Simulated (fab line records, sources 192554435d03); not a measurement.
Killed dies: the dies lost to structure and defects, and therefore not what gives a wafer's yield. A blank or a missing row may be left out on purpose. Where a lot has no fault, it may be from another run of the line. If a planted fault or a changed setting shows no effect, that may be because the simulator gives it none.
Comparing a struck lot with a sound one -- flow n5Finfet -- 14 out of 1938 route steps
Sound: the wafers L118.1, L118.2, L118.6. Wafers L112.2, L112.4, L112.5 were the ones struck. The cause comes at the end.
At each step with rows: each side's tool, then ch and its chambers, then its first start. Under that, the readings that differ: sound wafers -- struck wafers -- difference of the means -- sigmas: that difference in standard deviations of wafers without a fault.
alike: words and numbers the same on both sides, and readings whose means are apart by under 2 such deviations; not compared: readings that were withheld, readings missing a value for some wafer, numbers with overlapping values and no deviation given by the record, and bounds like >300 which may hide the same value.
The two part at a step that has a row with sigmas, a row that says differs or no value, or rows on one side only. Numbers that have no deviation but don't overlap get no sigmas and don't part them. Lack of a reading on every wafer of one side parts them only where that side has two or more wafers.

N5_BEOL_M5_SPUTTER_83: material Cu, target thk 15 nm, time 27.62 s.
  sound on pvdSputter-03, day 10 05:37; struck on pvdSputter-03, day 9 01:17
  alike: chuckGasFlowSccm, substrateTempC, throttleValvePct
N5_BEOL_M5_ANNEAL_84: time 1800 s.
  sound on pvdSputter-03, day 10 05:42; struck on pvdSputter-03, day 9 01:22
  alike: heaterPowerW
then, 1 step without rows for these wafers: N5_BEOL_M5_SPUTTER_88 (material Cu, target thk 15 nm, time 27.62 s).
N5_BEOL_M5_ANNEAL_89: time 1800 s.
  sound on pvdSputter-03, day 10 06:47; struck on pvdSputter-03, day 9 02:28
  alike: heaterPowerW
N5_BEOL_M5_SPUTTER_90: material Cu, target thk 4.5 nm, time 8.29 s.
  sound on pvdSputter-03, day 10 07:47; struck on pvdSputter-03, day 9 03:28
  alike: chuckGasFlowSccm, substrateTempC, throttleValvePct
then, 3 steps without rows for these wafers: N5_BEOL_M5_ECD_50 (material Cu, target thk 300 nm); N5_BEOL_M5_ANNEAL_51 (time 90 s); N5_BEOL_M5_CMP_52 (polishes, stops on SiCOH lowk, t overpolish 6.9 s, target thk 62 nm).
N5_BEOL_M5_THK_MEAS_53: measures by xrf.
  sound on filmMetro-01, day 10 09:03; struck on filmMetro-01, day 9 04:33
  alike: M5_THK
then, 1 step without rows for these wafers: N5_BEOL_M5_PRE_CLEAN_77 (time 15 s).
N5_BEOL_M5_CO_CAP_78: material Co, precursor CCTBA/H2, target thk 2 nm, time 102.1 s.
  sound on cvdCo-02 ch 0,2, day 10 09:08; struck on cvdCo-02 ch 0,1,2, day 9 04:37
  alike: heaterPowerW
then, 1 step without rows for these wafers: N5_BEOL_M5_PRE_CLEAN_55 (time 15 s).
N5_BEOL_M5_DEP_56: deposits SiCN from 3MS/NH3, target thk 8 nm, time 14 s.
  sound on pecvd-03 ch 1,2, day 10 09:14; struck on pecvd-04 ch 0,1,2, day 9 04:44
reading,sound,struck,difference,sigmas
model.SiCN_of_BEOL_M5_DEP_56.thkNm (nm),7.8 7.8 8,8.4 8.4 8.6,+0.6,
  alike: showerheadPlenumPTorr, throttleValvePct
N5_BEOL_M5_RS_MEAS_57: the measuring method here is four-point-probe.
  sound on filmMetro-01, day 10 09:19; struck on filmMetro-02, day 9 04:49
  alike: M5_RS

## WHERE THEY PART
Nowhere in this record.

WHY: what the simulator had put in
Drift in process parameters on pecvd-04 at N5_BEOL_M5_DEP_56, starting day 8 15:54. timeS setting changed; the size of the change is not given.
